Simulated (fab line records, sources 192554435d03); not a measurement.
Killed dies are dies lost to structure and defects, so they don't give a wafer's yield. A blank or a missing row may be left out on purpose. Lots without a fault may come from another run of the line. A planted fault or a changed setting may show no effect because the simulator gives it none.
Chamber matching | flow n5_finfet | N5_BEOL_M2_DEP_57 on pecvd-04: 3 sister chambers
The step deposits SiCN from 3MS/NH3, target thk 8 nm, time 14 s. 18 wafers are shown with their chamber, then 9 later ones without.

WAFERS WITH THEIR CHAMBER
wafer  | chamber | throttle_valve_pct (%) | showerhead_plenum_p_Torr (Torr)
L075.1 | 1       | 9.4                    | 3.670
L075.3 | 1       | 9.1                    | 3.667
L075.5 | 0       | 8.4                    | 3.679
L076.3 | 0       | 8.6                    | 3.679
L076.5 | 0       | 8.4                    | 3.695
L076.6 | 1       | 9.5                    | 3.672
L077.1 | 2       | 8.3                    | 3.675
L077.2 | 0       | 8.4                    | 3.692
L077.6 | 1       | 9.2                    | 3.678
L080.1 | 0       | 8.5                    | 3.687
L080.2 | 2       | 8.4                    | 3.667
L080.3 | 1       | 9.4                    | 3.678
L081.1 | 0       | 8.7                    | 3.680
L081.3 | 2       | 8.3                    | 3.675
L081.6 | 2       | 8.5                    | 3.662
L086.1 | 0       | 8.5                    | 3.690
L086.2 | 1       | 8.9                    | 3.665
L086.3 | 2       | 8.1                    | 3.681

SIGNATURES (means of the wafers above)
reading                  | chamber 0 | chamber 1 | chamber 2 | scatter within a chamber
throttle_valve_pct       | 8.500     | 9.250     | 8.320     | 0.168
showerhead_plenum_p_Torr | 3.68600   | 3.67167   | 3.67200   | 0.00654
Rule: a wafer's distance from a chamber is the root of the sum, over the readings, of the square of ((its reading less the chamber's mean) divided by the reading's scatter). The wafer belongs to the nearest chamber; if the next one is less than 2 further off, it can't be placed. The scatter: the root of (the sum of the squares of (reading less its chamber's mean) over the shown wafers, divided by (wafers less chambers)).

WAFERS WITHOUT THEIR CHAMBER
wafer  | throttle_valve_pct (%) | showerhead_plenum_p_Torr (Torr)
L088.1 | 9.2                    | 3.666
L088.3 | 8.6                    | 3.685
L088.6 | 8.6                    | 3.682
L089.3 | 9.2                    | 3.680
L089.4 | 8.6                    | 3.687
L089.6 | 9.3                    | 3.679
L097.2 | 9.0                    | 3.679
L097.3 | 8.4                    | 3.690
L097.5 | 9.3                    | 3.686

WHICH CHAMBER EACH WENT THROUGH
wafer  | from the rows above     | in truth
L088.1 | 1                       | 1
L088.3 | can't be placed: 0 or 2 | 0
L088.6 | can't be placed: 0 or 2 | 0
L089.3 | 1                       | 1
L089.4 | 0                       | 0
L089.6 | 1                       | 1
L097.2 | can't be placed: 1 or 0 | 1
L097.3 | can't be placed: 0 or 2 | 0
L097.5 | 1                       | 1
Placed correctly: 5 of 9. Can't be placed from these rows: 4 (the true chamber is among the candidates in 4). Placed wrongly: 0.
